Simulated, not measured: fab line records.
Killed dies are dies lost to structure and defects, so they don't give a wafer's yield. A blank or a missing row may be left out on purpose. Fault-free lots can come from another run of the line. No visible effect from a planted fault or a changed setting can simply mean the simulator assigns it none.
Chamber matching | flow n5Finfet | 3 sister chambers for N5_BEOL_M10_ILD_DEP_00 on pecvd-02
The step deposits SiCOH lowk from DEMS/porogen, target thk 308.51 nm, time 58 s. 3 wafers are shown with their chamber, then 9 later ones without.

== WAFERS PAIRED WITH THEIR CHAMBERS ==
wafer  | chamber | heaterPowerW (W)
L090.2 | 1       | 242
L093.4 | 0       | 344
L093.5 | 2       | 349

== WAFERS WHOSE CHAMBER IS MISSING ==
wafer  | heaterPowerW (W)
L095.2 | 286
L095.3 | 220
L095.5 | 286
L096.1 | 387
L096.3 | 313
L096.5 | 331
L097.1 | 234
L097.2 | 299
L097.3 | 306

== THE CHAMBER EACH PASSED THROUGH ==
wafer  | from the rows above          | in truth
L095.2 | can't be placed: 1 or 0 or 2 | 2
L095.3 | 1                            | 1
L095.5 | can't be placed: 1 or 0 or 2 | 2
L096.1 | can't be placed: 2 or 0      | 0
L096.3 | can't be placed: 0 or 2 or 1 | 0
L096.5 | can't be placed: 0 or 2      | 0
L097.1 | 1                            | 1
L097.2 | can't be placed: 0 or 2 or 1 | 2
L097.3 | can't be placed: 0 or 2 or 1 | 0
Placed correctly: 2 of 9. Not placeable from these rows: 7 (in 7, the candidates include the true chamber). Wrongly placed: 0.
How it was worked out, from the rows above alone: a wafer's distance from a chamber is the root of the sum, over the readings, of the square of ((its reading less the chamber's mean) divided by the reading's scatter). If the next closest chamber is less than 2 further off than the closest, the wafer can't be placed; otherwise it belongs to the closest. Each chamber's mean is taken over the wafers shown for it. The scatter (one wafer shown for each chamber): square how far every hidden wafer sits from the nearest shown wafer, average those squares and take the square root.
